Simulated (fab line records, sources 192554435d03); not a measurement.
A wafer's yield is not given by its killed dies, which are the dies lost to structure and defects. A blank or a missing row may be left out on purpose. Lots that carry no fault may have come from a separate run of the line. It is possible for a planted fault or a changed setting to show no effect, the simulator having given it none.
fab line records	flow n5-finfet
record lots=9	wafers=27	last-day=18
route steps=1938 shown GATE_CUT@493 BEOL_M4@1111 PASSIVATION@1936
lots that met no fault: from a run of the same line without faults
start-h: hours from the record's opening day to when the first of the lot's shown wafers began	wait-h: hours elapsed since this lot's preceding step	" repeats the value in the row above	L1.1+2: one row covering several wafers at once	- value missing, or start not given	* or withheld: withheld	< > ~ a bound
route shown NAME@n: NAME is a module with steps in the file, n the number in the route of the first one	usual: the fault-free wafers' mean and standard deviation	same: alike in all rows	chamber/n: place in a boat	sites: each site's reading	_std_site: the standard deviation of these	_edge_site: outer sites' mean less inner sites'	radius-mm: for every site, how far away it sits from the centre of the wafer	mask NAME#n: copy n	behind: the last tool/chamber to shape the wafer	hold: cause of the lot's hold/its duration in hours/its outcome	device: names the non-switching transistor (n, p or np)	end of line: tests of these same wafers at the route's end	for a step that has no rows: nothing shown but its recipe	killed: dies lost to structure and defects at the first sort, not the wafer's yield	map: per-die view of a wafer (x killed, . not killed, _ where there is no die)
set.NAME: the run value of the setting; set.NAME@STEP: its run value at that earlier step	model.NAME: the simulator's own value behind a step, which no gauge read
steps of the route over a sample of lots; a table a step, a row a wafer
services: the hour from which a tool's chamber was out of use, counted from the record's first day as start-h (under 0 if before that day), plus the number of hours and why
## steps
# step N5_GATE_CUT_ETCH_37
# recipe chemistry=N2/H2	target=SOC	target-depth-a=600	overetch-a=120	mask-material=SiARC	temp-c=40	time-s=90	ion-energy-ev=200	pressure-mtorr=30	source-w=840	bias-w=150	n2-flow-sccm=200	h2-flow-sccm=200
# usual drypump-motor-current-A=5.6/0.57	oes-product-au=0.69/0.068	rf-vpp-V=524.1/2.2	showerhead-plenum-p-Torr=2.55/0.073	throttle-valve-pct=17.82/0.2
# same time-s=90
lot.wafer	tool	chamber	start-h	wait-h	drypump-motor-current-A	oes-product-au	rf-hours-counter-h	rf-vpp-V	showerhead-plenum-p-Torr	throttle-valve-pct
L378.1	rie-diel-03	2	87.95	0.0	6.6	0.62	210	524.0	2.51	17.88
L378.3	"	3	"	"	5.4	0.64	180	526.7	2.64	18.00
L378.5	"	3	"	"	5.4	0.64	-	527.8	2.64	17.99
L380.2	rie-diel-06	3	99.66	0.0	5.7	0.73	79	527.8	2.67	17.62
L380.3	"	0	"	"	6.2	0.70	147	520.3	2.42	17.88
L380.6	"	3	"	"	5.7	0.74	-	528.7	2.67	17.62
L384.3	rie-diel-03	1	132.39	0.0	5.7	0.86	6	526.4	2.61	17.60
L384.4	"	3	"	"	5.4	0.64	192	526.6	2.64	18.03
L384.6	"	2	"	"	6.6	0.63	-	522.7	2.50	17.90
L386.1	rie-diel-01	0	139.20	0.0	5.2	0.69	139	523.9	2.54	18.08
L386.3	"	1	"	"	4.9	0.65	184	525.0	2.63	17.78
L386.5	"	3	"	"	5.9	0.68	-	519.5	2.45	18.03
L387.3	rie-diel-01	0	140.92	0.0	5.2	0.69	139	523.3	2.54	18.06
L387.4	"	2	"	"	6.0	0.73	75	526.3	2.56	17.76
L387.6	"	3	"	"	5.9	0.67	-	520.5	2.45	18.05
L388.3	rie-diel-01	2	147.76	0.0	6.0	0.73	78	524.9	2.56	17.76
L388.5	"	2	"	"	6.0	0.73	-	525.5	2.56	17.76
L388.6	"	1	"	"	4.9	0.64	-	526.7	2.63	17.79
L391.1	rie-diel-06	3	166.75	0.0	5.7	0.71	100	527.0	2.66	17.68
L391.3	"	0	"	"	6.2	0.69	166	521.7	2.41	17.92
L391.4	"	1	"	"	5.1	0.65	210	523.8	2.50	17.71
L398.1	rie-diel-01	0	213.46	0.0	5.2	0.67	161	522.2	2.54	18.11
L398.3	"	2	"	"	6.0	0.71	98	524.2	2.55	17.80
L398.6	"	2	"	"	6.0	0.71	-	524.3	2.55	17.80
L399.1	rie-diel-06	1	216.42	0.0	5.0	0.64	225	522.4	2.50	17.74
L399.4	"	3	"	"	5.7	0.70	-	527.3	2.65	17.68
L399.5	"	2	"	"	5.0	0.78	-	522.6	2.49	17.41
# step N5_GATE_CUT_CUT_ETCH_54
# recipe chemistry=Cl2/BCl3	target=TiN	mask-material=SiO2	target-depth-a=967	pressure-mtorr=10	icp-w=1000	bias-w=126	Cl2_flow_sccm=53.25	bcl3-flow-sccm=21.75	Ar_flow_sccm=25	ends=cleared
# usual drypump-motor-current-A=6.03/0.24	etch-rf-on-time-s=37.4/0.81	he-backside-leak-sccm=3.4/0.36	mfc-cl2-sccm=53.26/0.16	oes-product-au=0.66/0.11	throttle-valve-pct=22.31/0.18
lot.wafer	tool	chamber	start-h	wait-h	drypump-motor-current-A	etch-rf-on-time-s	he-backside-leak-sccm	mfc-cl2-sccm	oes-product-au	rf-hours-counter-h	throttle-valve-pct
L378.1	rie-metal-03	1	88.32	0.0	6.00	38.4	3.3	53.34	0.73	28	22.25
L378.3	"	0	"	"	6.13	37.5	3.5	53.09	0.57	-	22.38
L378.5	"	0	"	"	6.11	37.6	3.3	53.42	0.57	-	22.38
L380.2	rie-metal-02	0	100.03	0.0	5.78	37.0	3.5	53.52	0.55	121	22.67
L380.3	"	0	"	"	5.76	37.1	3.5	53.09	0.55	-	22.69
L380.6	"	0	"	"	5.77	37.0	3.4	53.26	0.54	-	22.65
L384.3	rie-metal-03	1	132.78	0.0	5.97	38.1	3.2	53.36	0.73	-	22.27
L384.4	"	0	"	"	6.13	38.2	3.6	53.14	0.56	-	22.38
L384.6	"	1	"	"	5.97	38.4	3.2	53.40	0.73	-	22.26
L386.1	rie-metal-03	1	139.57	0.0	5.97	37.6	3.1	53.33	0.72	31	22.26
L386.3	"	1	"	"	6.00	37.9	3.3	53.33	0.73	-	22.25
L386.5	"	0	"	"	6.13	37.7	3.3	53.07	0.56	-	22.40
L387.3	rie-metal-03	1	141.31	0.0	5.98	38.2	3.2	53.39	0.72	-	22.27
L387.4	"	0	"	"	6.14	38.4	3.5	53.22	0.56	-	22.40
L387.6	"	1	"	"	6.01	38.6	3.3	53.34	0.71	-	22.27
L388.3	rie-metal-01	1	148.15	0.0	6.16	37.3	3.5	53.21	0.54	-	22.60
L388.5	"	1	"	"	6.17	37.1	3.6	53.32	0.55	-	22.59
L388.6	"	0	"	"	6.26	36.8	3.2	53.32	0.72	-	22.08
L391.1	rie-metal-03	1	167.12	0.0	6.00	37.9	3.0	53.03	0.71	34	22.27
L391.3	"	1	"	"	6.01	38.1	2.9	53.09	0.71	-	22.28
L391.4	"	0	"	"	6.11	38.2	3.6	53.21	0.55	-	22.41
L398.1	rie-metal-03	0	213.83	0.0	6.17	38.0	3.2	45.54	0.55	121	21.46
L398.3	"	1	"	"	6.01	38.2	3.0	53.24	0.71	-	22.28
L398.6	"	1	"	"	5.98	38.0	2.9	53.11	0.71	-	22.29
L399.1	rie-metal-03	0	216.79	0.0	6.11	37.7	5.1	45.32	0.55	122	21.48
L399.4	"	1	"	"	6.01	38.2	3.4	53.32	0.70	-	22.28
L399.5	"	1	"	"	6.00	38.0	3.1	53.16	0.71	-	22.27
# step N5_GATE_CUT_VAPOR_ETCH_48
# recipe chemistry=BCl3/Cl2	target=TiN	mode=isotropic
# usual drypump-motor-current-A=6.03/0.24	he-backside-leak-sccm=3.3/0.31	oes-product-au=0.74/0.12
lot.wafer	tool	chamber	start-h	wait-h	drypump-motor-current-A	he-backside-leak-sccm	oes-product-au
L378.1	rie-metal-03	1	88.44	0.0	5.98	3.4	0.83
L378.3	"	0	"	"	6.14	3.4	0.65
L378.5	"	0	"	"	6.13	3.2	0.64
L380.2	rie-metal-02	0	100.15	0.0	5.78	3.5	0.60
L380.3	"	0	"	"	5.77	3.4	0.60
L380.6	"	0	"	"	5.77	3.5	0.60
L384.3	rie-metal-03	1	132.89	0.0	5.97	3.1	0.82
L384.4	"	0	"	"	6.12	3.6	0.64
L384.6	"	1	"	"	5.95	3.4	0.82
L386.1	rie-metal-03	1	139.69	0.0	5.98	3.5	0.81
L386.3	"	1	"	"	6.00	3.2	0.81
L386.5	"	0	"	"	6.15	3.5	0.63
L387.3	rie-metal-03	1	141.42	0.0	5.97	3.2	0.81
L387.4	"	0	"	"	6.12	3.2	0.64
L387.6	"	1	"	"	5.97	3.2	0.81
L388.3	rie-metal-01	1	148.26	0.0	6.21	3.6	0.60
L388.5	"	1	"	"	6.20	3.5	0.60
L388.6	"	0	"	"	6.28	3.3	0.79
L391.1	rie-metal-03	1	167.24	0.0	5.98	2.8	0.80
L391.3	"	1	"	"	6.01	3.1	0.80
L391.4	"	0	"	"	6.12	3.4	0.63
L398.1	rie-metal-03	0	213.95	0.0	6.14	3.6	0.63
L398.3	"	1	"	"	6.00	3.2	0.79
L398.6	"	1	"	"	5.99	3.3	0.80
L399.1	rie-metal-03	0	216.91	0.0	6.17	3.6	0.63
L399.4	"	1	"	"	6.00	3.2	0.80
L399.5	"	1	"	"	5.98	3.1	0.79
# step N5_GATE_CUT_STRIP_21
# recipe chemistry=N2/H2	time-s=30	power-w=1000	temp-c=250	pressure-mtorr=withheld	n2-flow-sccm=1750	h2-flow-sccm=3250
# usual drypump-motor-current-A=5.9/0.48	heater-power-w=383/42
# same time-s=30
lot.wafer	tool	chamber	start-h	wait-h	drypump-motor-current-A	heater-power-w	rf-hours-counter-h
L378.1	plasma-asher-02	1	88.55	0.0	6.3	426	34
L378.3	"	1	"	"	6.4	425	-
L378.5	"	1	"	"	6.3	423	-
L380.2	plasma-asher-01	1	100.26	0.0	4.9	311	102
L380.3	"	0	"	"	6.2	336	-
L380.6	"	0	"	"	6.2	338	-
L384.3	plasma-asher-01	0	133.01	0.1	6.2	341	-
L384.4	"	1	"	"	5.0	312	-
L384.6	"	1	"	"	5.0	308	-
L386.1	plasma-asher-01	0	139.80	0.0	6.2	340	110
L386.3	"	1	"	"	5.0	319	-
L386.5	"	1	"	"	4.9	306	-
L387.3	plasma-asher-02	1	141.54	0.1	6.3	425	-
L387.4	"	0	"	"	5.7	397	-
L387.6	"	1	"	"	6.3	429	-
L388.3	plasma-asher-02	1	148.38	0.1	6.3	424	-
L388.5	"	1	"	"	6.3	432	-
L388.6	"	0	"	"	5.7	392	-
L391.1	plasma-asher-02	1	167.35	0.0	6.4	421	50
L391.3	"	1	"	"	6.4	423	-
L391.4	"	0	"	"	5.7	389	-
L398.1	plasma-asher-02	0	214.07	0.0	5.7	397	61
L398.3	"	0	"	"	5.7	395	-
L398.6	"	0	"	"	5.7	391	-
L399.1	plasma-asher-02	0	217.08	0.1	5.7	393	61
L399.4	"	1	"	"	6.4	418	-
L399.5	"	1	"	"	6.4	422	-
# step N5_BEOL_M4_RC_MEAS_101
# usual DIBL_N=36.2/1.6	DIBL_P=36.5/1.9	IOFF_N=0.158/0.027	IOFF_P=0.21/0.038	ION_N=675/12	ION_P=464/8.9	SS_N=71.5/0.61	SS_P=73.4/0.59	VT_N=250.4/3	VT_P=-250/3.6
lot.wafer	tool	chamber	start-h	wait-h	DIBL_N[mV/V]	DIBL_P[mV/V]	IOFF_N[nA/um]	IOFF_P[nA/um]	ION_N[uA/um]	ION_P[uA/um]	SS_N[mV/dec]	SS_P[mV/dec]	VT_N[mV]	VT_P[mV]
L378.1	prober-01	0	164.40	0.0	37.7	38.5	0.175	0.26	683	474	72.3	74.0	251.0	-247
L378.3	"	0	"	"	36.3	36.5	0.146	0.22	676	472	71.1	73.0	251.9	-250
L378.5	"	0	"	"	38.5	39.0	0.194	0.27	683	468	72.0	74.1	247.4	-245
L380.2	prober-01	0	185.63	0.2	36.9	36.6	0.154	0.22	666	461	72.4	73.5	254.4	-251
L380.3	"	0	"	"	38.4	37.3	0.171	0.22	669	461	71.9	74.1	251.4	-252
L380.6	"	0	"	"	36.7	35.5	0.148	0.20	670	458	71.7	72.9	253.9	-252
L384.3	prober-01	0	211.01	0.3	34.9	34.8	0.129	0.20	673	465	71.5	73.4	255.7	-249
L384.4	"	0	"	"	34.2	34.6	0.121	0.19	665	461	71.3	72.7	254.4	-251
L384.6	"	0	"	"	36.7	37.9	0.165	0.25	685	474	72.1	73.2	248.9	-245
L387.3	prober-01	0	217.45	0.3	35.0	35.7	0.139	0.19	672	468	71.4	73.3	252.1	-252
L387.4	"	0	"	"	35.1	35.6	0.144	0.20	683	468	71.3	72.9	252.2	-251
L387.6	"	0	"	"	34.2	33.3	0.128	0.17	671	462	70.5	73.1	254.2	-252
L386.1	prober-02	0	218.98	0.0	37.6	38.5	0.184	0.24	698	475	72.1	73.9	245.7	-249
L386.3	"	0	"	"	35.8	37.4	0.158	0.22	686	467	71.1	73.5	250.7	-249
L386.5	"	0	"	"	35.6	37.4	0.165	0.22	696	477	71.1	73.4	247.4	-248
L388.3	prober-01	0	227.77	0.3	34.9	35.8	0.142	0.19	671	463	70.5	73.5	251.0	-250
L388.5	"	0	"	"	36.5	37.3	0.175	0.20	691	464	70.8	73.8	245.7	-251
L388.6	"	0	"	"	38.2	39.0	0.209	0.25	705	474	72.8	73.6	246.5	-246
L391.1	prober-01	0	255.25	0.0	36.2	37.1	0.157	0.25	685	473	70.6	73.1	247.2	-246
L391.3	"	0	"	"	39.3	40.7	0.232	0.31	699	480	72.4	74.5	243.7	-241
L391.4	"	0	"	"	38.4	39.7	0.198	0.31	686	474	71.0	74.5	244.2	-240
L398.1	prober-02	0	302.58	0.0	35.7	35.7	0.158	0.18	677	459	71.2	72.7	248.8	-254
L398.3	"	0	"	"	36.8	38.1	0.175	0.23	666	457	71.6	73.8	247.5	-250
L398.6	"	0	"	"	35.6	36.5	0.165	0.20	677	468	71.4	72.8	248.2	-251
L399.1	prober-02	0	320.57	0.0	35.0	34.8	0.149	0.22	664	463	71.1	72.8	250.4	-248
L399.4	"	0	"	"	34.2	34.5	0.141	0.22	686	482	70.4	73.0	249.9	-248
L399.5	"	0	"	"	32.9	33.3	0.116	0.19	666	469	71.3	73.1	252.7	-251
# step N5_PASSIVATION_PROBE_49
# usual defect-limited-yield=91.3/1.7	killed_at_M0_to_M3=33/11	killed_at_M4_up=14/5.5	killed-at-contacts=13/6.5	killed-at-front-end=39/13	killed-at-other=3.4/2.9	killed-dies=103/20	killed-on-rim=14/4.3	killed-open=69/15	killed-short=32/8.1	sort_bin_5_function=5.1/1.1	sort_bin_6_memory=3.3/0.74	sort_bin_8_speed=0.00/0.014	sort-n-pass=1077/20	sort-yield-pct=91.3/1.7
# same gross-dies=1180	killed-at-back-side=0	sort_bin_4_leakage[%]=0
lot.wafer	tool	chamber	start-h	wait-h	defect-limited-yield[%]	killed_at_M0_to_M3	killed_at_M4_up	killed-at-contacts	killed-at-front-end	killed-at-other	killed-dies	killed-on-rim	killed-open	killed-short	sort_bin_5_function[%]	sort_bin_6_memory[%]	sort_bin_8_speed[%]	sort-n-pass	sort-yield-pct[%]
L378.1	prober-02	-	287.08	0.0	88.8	51	16	11	50	4	132	20	93	39	6.9	4.1	0	1048	88.8
L378.3	prober-02	-	287.18	0.1	88.5	31	18	20	60	7	136	18	91	39	6.7	3.7	0	1044	88.5
L378.5	prober-02	-	287.28	0.2	90.0	48	20	12	26	12	118	17	82	35	5.7	3.7	0	1062	90.0
L380.2	prober-01	-	287.71	0.1	90.8	33	17	16	41	2	109	13	88	21	5.8	3.4	0	1071	90.8
L380.3	prober-01	-	287.76	0.1	88.2	30	20	24	58	7	139	17	89	49	6.9	4.2	0	1041	88.2
L380.6	prober-01	-	287.91	0.3	90.2	38	12	15	39	12	116	13	79	35	4.8	4.6	0.08	1064	90.2
L384.3	prober-01	-	331.01	0.1	91.6	30	17	6	36	10	99	18	62	37	5.2	2.8	0	1081	91.6
L384.4	prober-01	-	331.06	0.2	90.8	42	15	15	36	1	109	11	83	26	5.4	3.6	0	1071	90.8
L384.6	prober-01	-	331.16	0.3	90.5	30	14	14	50	4	112	18	77	32	5.6	3.2	0	1068	90.5
L388.3	prober-01	-	335.85	0.1	90.6	71	4	12	23	1	111	17	70	40	6.0	3.3	0	1069	90.6
L388.5	prober-01	-	335.95	0.2	92.7	28	15	16	23	4	86	11	60	25	4.0	3.0	0	1094	92.7
L388.6	prober-01	-	336.00	0.3	92.9	35	14	7	27	1	84	15	62	21	4.4	2.5	0	1096	92.9
L386.1	prober-02	-	336.34	0.0	90.3	34	8	26	43	3	114	16	84	30	6.3	3.0	0	1066	90.3
L386.3	prober-02	-	336.44	0.1	92.0	41	9	16	25	3	94	15	63	31	4.8	3.0	0	1086	92.0
L386.5	prober-02	-	336.54	0.2	92.9	30	10	17	26	1	84	13	59	24	4.1	2.7	0	1096	92.9
L387.3	prober-02	-	337.82	0.1	91.2	50	18	5	27	4	104	14	62	42	5.3	3.1	0	1076	91.2
L387.4	prober-02	-	337.87	0.2	92.2	44	11	8	28	1	92	11	54	38	4.4	2.7	0	1088	92.2
L387.6	prober-02	-	337.97	0.3	90.9	51	13	10	31	2	107	13	73	34	5.3	3.3	0	1073	90.9
L391.1	prober-01	-	362.28	0.0	91.9	27	14	6	48	0	95	17	63	29	4.6	3.1	0	1085	91.9
L391.3	prober-01	-	362.38	0.1	93.6	22	12	7	32	3	76	6	51	24	3.5	2.5	0	1104	93.6
L391.4	prober-01	-	362.43	0.2	90.2	24	14	9	68	1	116	25	77	34	5.9	3.6	0	1064	90.2
L398.1	prober-02	-	423.57	0.8	92.5	31	6	19	29	4	89	11	61	28	4.5	2.8	0	1091	92.5
L398.3	prober-02	-	423.67	0.9	93.1	30	17	12	23	0	82	11	61	20	4.2	2.5	0	1098	93.1
L398.6	prober-02	-	423.82	1.1	90.4	31	10	20	50	2	113	15	82	30	5.4	3.7	0	1067	90.4
L399.1	prober-02	-	438.29	0.0	92.2	28	11	11	40	2	92	12	63	28	4.5	3.0	0	1088	92.2
L399.4	prober-02	-	438.44	0.2	92.6	21	9	24	32	1	87	14	62	22	4.5	2.7	0	1093	92.6
L399.5	prober-02	-	438.49	0.2	91.5	43	9	13	34	1	100	13	68	28	5.0	3.3	0	1080	91.5
# killed by level:class
L378.1 BEOL_M0_SAQP:geometric-particle:open=20 BEOL_M0_SAQP:geometric-particle:short=13 STI_FIN_REVEAL:geometric-particle:open=10 BEOL_M3:geometric-particle:open=10 MOL_CONTACT_COAG:geometric-particle:open=10 BEOL_M4:geometric-particle:open=9 ILD0:geometric-particle:open=8 FIN_SAQP:geometric-particle:short=6
L378.3 MOL_CONTACT_COAG:geometric-particle:open=18 STI_FIN_REVEAL:geometric-particle:open=12 FIN_SAQP:geometric-particle:short=9 BEOL_M4:geometric-particle:open=9 BEOL_M1:geometric-particle:open=9 BEOL_M3:geometric-particle:open=8 FIN_SAQP:geometric-particle:open=7 GATE_CUT:geometric-particle:short=6
L378.5 BEOL_M0_SAQP:geometric-particle:open=13 BEOL_M1:geometric-particle:open=12 BEOL_M0_SAQP:geometric-particle:short=11 MOL_CONTACT_COAG:geometric-particle:open=10 DUMMY_GATE:geometric-particle:open=9 BEOL_M4:geometric-particle:open=6 STI_FIN_REVEAL:geometric-particle:open=5 BEOL_M4:geometric-particle:short=5
L380.2 FIN_SAQP:geometric-particle:open=18 MOL_CONTACT_COAG:geometric-particle:open=14 BEOL_M3:geometric-particle:open=13 BEOL_M2:geometric-particle:open=10 BEOL_M4:geometric-particle:open=7 STARTING-WAFER:geometric-particle:open=5 FIN_SAQP:geometric-particle:short=4 BEOL_M0_SAQP:geometric-particle:short=4
L380.3 MOL_CONTACT_COAG:geometric-particle:open=19 FIN_SAQP:geometric-particle:short=16 BEOL_M2:geometric-particle:open=14 FIN_SAQP:geometric-particle:open=13 BEOL_M4:geometric-particle:open=6 BEOL_M0_SAQP:geometric-particle:short=5 MOL_CONTACT_COAG:geometric-particle:short=5 BEOL_M6:geometric-particle:open=5
L380.6 FIN_SAQP:geometric-particle:open=16 BEOL_M2:geometric-particle:open=16 MOL_CONTACT_COAG:geometric-particle:open=8 BEOL_M0_SAQP:geometric-particle:open=8 MOL_CONTACT_COAG:geometric-particle:short=7 GATE_CUT:geometric-particle:short=6 BEOL_M0_SAQP:geometric-particle:short=5 PAD_METAL:geometric-particle:short=5
L384.3 FIN_SAQP:geometric-particle:open=8 BEOL_M4:geometric-particle:open=8 BEOL_M3:geometric-particle:open=7 GATE_CUT:geometric-particle:open=6 FIN_SAQP:geometric-particle:short=5 GATE_CUT:geometric-particle:short=5 MOL_CONTACT_COAG:geometric-particle:open=5 BEOL_M0_SAQP:geometric-particle:short=5
L384.4 MOL_CONTACT_COAG:geometric-particle:open=14 STI_FIN_REVEAL:geometric-particle:open=11 BEOL_M0_SAQP:geometric-particle:open=9 BEOL_M0_SAQP:geometric-particle:short=9 BEOL_M2:geometric-particle:open=7 BEOL_M4:geometric-particle:open=7 FIN_SAQP:geometric-particle:open=6 BEOL_M1:geometric-particle:open=6
L384.6 FIN_SAQP:geometric-particle:open=16 MOL_CONTACT_COAG:geometric-particle:open=11 GATE_CUT:geometric-particle:short=8 BEOL_M0_SAQP:geometric-particle:open=8 BEOL_M3:geometric-particle:open=6 BEOL_M4:geometric-particle:open=6 FIN_SAQP:geometric-particle:short=5 GATE_CUT:geometric-particle:open=5
L388.3 BEOL_M0_SAQP:geometric-particle:open=30 BEOL_M0_SAQP:geometric-particle:short=20 MOL_CONTACT_COAG:geometric-particle:open=8 DUMMY_GATE:geometric-particle:open=5 BEOL_M1:geometric-particle:open=5 BEOL_M1:geometric-particle:short=5 FIN_SAQP:geometric-particle:short=4 BEOL_M3:geometric-particle:open=4
L388.5 MOL_CONTACT_COAG:geometric-particle:open=13 FIN_SAQP:geometric-particle:open=11 BEOL_M0_SAQP:geometric-particle:short=9 BEOL_M0_SAQP:geometric-particle:open=7 BEOL_M4:geometric-particle:open=7 DUMMY_GATE:geometric-particle:open=5 BEOL_M1:geometric-particle:open=5 BEOL_M5:geometric-particle:open=4
L388.6 BEOL_M1:geometric-particle:open=10 BEOL_M0_SAQP:geometric-particle:open=8 FIN_SAQP:geometric-particle:open=6 MOL_CONTACT_COAG:geometric-particle:open=6 BEOL_M3:geometric-particle:open=6 BEOL_M0_SAQP:geometric-particle:short=5 BEOL_M5:geometric-particle:short=5 STI_FIN_REVEAL:geometric-particle:open=3
L386.1 MOL_CONTACT_COAG:geometric-particle:open=25 FIN_SAQP:geometric-particle:open=8 STI_FIN_REVEAL:geometric-particle:open=8 BEOL_M0_SAQP:geometric-particle:open=8 FIN_SAQP:geometric-particle:short=7 DUMMY_GATE:geometric-particle:open=7 BEOL_M0_SAQP:geometric-particle:short=7 SPACER0:geometric-particle:short=6
L386.3 MOL_CONTACT_COAG:geometric-particle:open=13 BEOL_M3:geometric-particle:open=12 BEOL_M0_SAQP:geometric-particle:short=11 BEOL_M0_SAQP:geometric-particle:open=8 STI_FIN_REVEAL:geometric-particle:open=4 BEOL_M1:geometric-particle:open=4 BEOL_M2:geometric-particle:open=4 BEOL_M4:geometric-particle:open=4
L386.5 MOL_CONTACT_COAG:geometric-particle:open=12 BEOL_M0_SAQP:geometric-particle:open=10 BEOL_M0_SAQP:geometric-particle:short=9 FIN_SAQP:geometric-particle:open=7 MOL_CONTACT_COAG:geometric-particle:short=5 BEOL_M4:geometric-particle:short=4 DUMMY_GATE:geometric-particle:open=4 BEOL_M1:geometric-particle:open=4
L387.3 BEOL_M0_SAQP:geometric-particle:short=16 BEOL_M4:geometric-particle:open=11 BEOL_M0_SAQP:geometric-particle:open=10 BEOL_M3:geometric-particle:open=8 ILD0:geometric-particle:short=6 BEOL_M2:geometric-particle:open=6 MOL_CONTACT_COAG:geometric-particle:open=4 BEOL_M2:geometric-particle:short=4
L387.4 BEOL_M0_SAQP:geometric-particle:short=14 BEOL_M3:geometric-particle:open=9 BEOL_M0_SAQP:geometric-particle:open=8 FIN_SAQP:geometric-particle:open=6 BEOL_M1:geometric-particle:open=5 MOL_CONTACT_COAG:geometric-particle:open=4 MOL_CONTACT_COAG:geometric-particle:short=4 STI_FIN_REVEAL:geometric-particle:short=3
L387.6 MOL_CONTACT_COAG:geometric-particle:open=9 BEOL_M3:geometric-particle:open=9 BEOL_M0_SAQP:geometric-particle:open=8 BEOL_M0_SAQP:geometric-particle:short=8 BEOL_M2:geometric-particle:open=8 ILD0:geometric-particle:open=6 BEOL_M3:geometric-particle:short=6 STI_FIN_REVEAL:geometric-particle:open=4
L391.1 STI_FIN_REVEAL:geometric-particle:open=17 GATE_CUT:geometric-particle:short=11 BEOL_M3:geometric-particle:open=10 GATE_CUT:geometric-particle:open=6 MOL_CONTACT_COAG:geometric-particle:open=6 BEOL_M2:geometric-particle:open=5 FIN_SAQP:geometric-particle:open=4 BEOL_M0_SAQP:geometric-particle:short=4
L391.3 BEOL_M1:geometric-particle:open=9 BEOL_M0_SAQP:geometric-particle:open=6 STI_FIN_REVEAL:geometric-particle:open=5 MOL_CONTACT_COAG:geometric-particle:open=5 BEOL_M4:geometric-particle:open=5 FIN_SAQP:geometric-particle:open=4 DUMMY_GATE:geometric-particle:open=4 GATE_CUT:geometric-particle:short=4
L391.4 STI_FIN_REVEAL:geometric-particle:open=15 STARTING-WAFER:geometric-particle:short=10 GATE_CUT:geometric-particle:short=9 BEOL_M1:geometric-particle:open=9 GATE_CUT:geometric-particle:open=9 MOL_CONTACT_COAG:geometric-particle:open=9 BEOL_M3:geometric-particle:open=6 FIN_SAQP:geometric-particle:open=5
L398.1 MOL_CONTACT_COAG:geometric-particle:open=15 STI_FIN_REVEAL:geometric-particle:open=12 BEOL_M2:geometric-particle:open=8 BEOL_M1:geometric-particle:open=6 BEOL_M0_SAQP:geometric-particle:short=5 MOL_CONTACT_COAG:geometric-particle:short=4 BEOL_M0_SAQP:geometric-particle:open=4 FIN_SAQP:geometric-particle:short=3
L398.3 BEOL_M1:geometric-particle:open=9 BEOL_M4:geometric-particle:open=9 MOL_CONTACT_COAG:geometric-particle:open=8 BEOL_M3:geometric-particle:open=7 STI_FIN_REVEAL:geometric-particle:open=6 BEOL_M2:geometric-particle:open=4 MOL_CONTACT_COAG:geometric-particle:short=4 STARTING-WAFER:geometric-particle:short=4
L398.6 STI_FIN_REVEAL:geometric-particle:open=18 FIN_SAQP:geometric-particle:open=11 MOL_CONTACT_COAG:geometric-particle:open=11 MOL_CONTACT_COAG:geometric-particle:short=9 BEOL_M2:geometric-particle:open=9 BEOL_M1:geometric-particle:open=6 DUMMY_GATE:geometric-particle:open=5 BEOL_M0_SAQP:geometric-particle:open=5
L399.1 STI_FIN_REVEAL:geometric-particle:open=14 MOL_CONTACT_COAG:geometric-particle:open=11 BEOL_M0_SAQP:geometric-particle:short=7 BEOL_M3:geometric-particle:open=7 FIN_SAQP:geometric-particle:short=6 FIN_SAQP:geometric-particle:open=5 BEOL_M4:geometric-particle:open=5 ILD0:geometric-particle:open=4
L399.4 MOL_CONTACT_COAG:geometric-particle:open=23 FIN_SAQP:geometric-particle:open=10 FIN_SAQP:geometric-particle:short=9 BEOL_M2:geometric-particle:open=6 BEOL_M0_SAQP:geometric-particle:open=4 BEOL_M0:geometric-particle:open=4 BEOL_M7:geometric-particle:open=3 STI_FIN_REVEAL:geometric-particle:open=2
L399.5 BEOL_M1:geometric-particle:open=19 FIN_SAQP:geometric-particle:open=10 MOL_CONTACT_COAG:geometric-particle:open=8 BEOL_M0_SAQP:geometric-particle:open=6 FIN_SAQP:geometric-particle:short=5 STI_FIN_REVEAL:geometric-particle:open=5 BEOL_M1:geometric-particle:short=5 BEOL_M3:geometric-particle:open=5
## services
tool	chamber	start-h	hours	kind
rie-diel-06	2	64.41	-	clean
rie-diel-06	2	64.41	-	consumable-replace:focus-ring
rie-diel-06	2	64.41	15.0	scheduled-down
rie-diel-06	2	64.41	15.0	vent-cycle
rie-diel-03	1	77.68	-	clean
rie-diel-03	1	77.68	-	consumable-replace:focus-ring
rie-diel-03	1	77.68	28.1	scheduled-down
rie-diel-03	1	77.68	28.1	vent-cycle
rie-diel-06	3	84.92	1.6	repair
rie-metal-03	-	91.15	14.6	pm
rie-diel-03	-	116.21	0.6	repair
rie-diel-03	-	123.78	2.8	pm
rie-metal-02	-	149.58	14.6	pm
rie-metal-01	1	152.42	-	clean
rie-metal-01	1	152.42	22.0	scheduled-down
rie-metal-01	1	152.42	22.0	vent-cycle
rie-diel-06	0	160.21	2.8	repair
rie-metal-02	-	166.89	0.1	repair
plasma-asher-01	-	170.20	11.7	repair
rie-diel-03	0	178.59	-	clean
rie-diel-03	0	178.59	-	consumable-replace:focus-ring
rie-diel-03	0	178.59	26.3	scheduled-down
plasma-asher-02	-	203.15	3.0	repair
rie-diel-06	0	213.00	3.4	repair
## key
first-sign step=N5_GATE_CUT_CUT_ETCH_54	reading=mfc-cl2-sccm	direction=down	sigmas=49	usual=53.26	struck=45.43
effect step=N5_GATE_CUT_CUT_ETCH_54	reading=throttle-valve-pct	direction=down	sigmas=4.7	usual=*	struck=*
met-at N5_GATE_CUT_CUT_ETCH_54
struck-lots L398,L399
struck-wafers L398.1,L399.1
not-acting-at N5_GATE_CUT_ETCH_37,N5_GATE_CUT_VAPOR_ETCH_48,N5_GATE_CUT_STRIP_21
onset-between 167.12 213.83
fault kind=process-parameter-drift	tool=rie-metal-03	chamber=0	onset-h=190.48	steps=N5_GATE_CUT_CUT_ETCH_54	channel=Cl2_flow_sccm	offset=-7.7994	shape=step	end-h=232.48	acts-in=these-recipes-only	stated=53.25
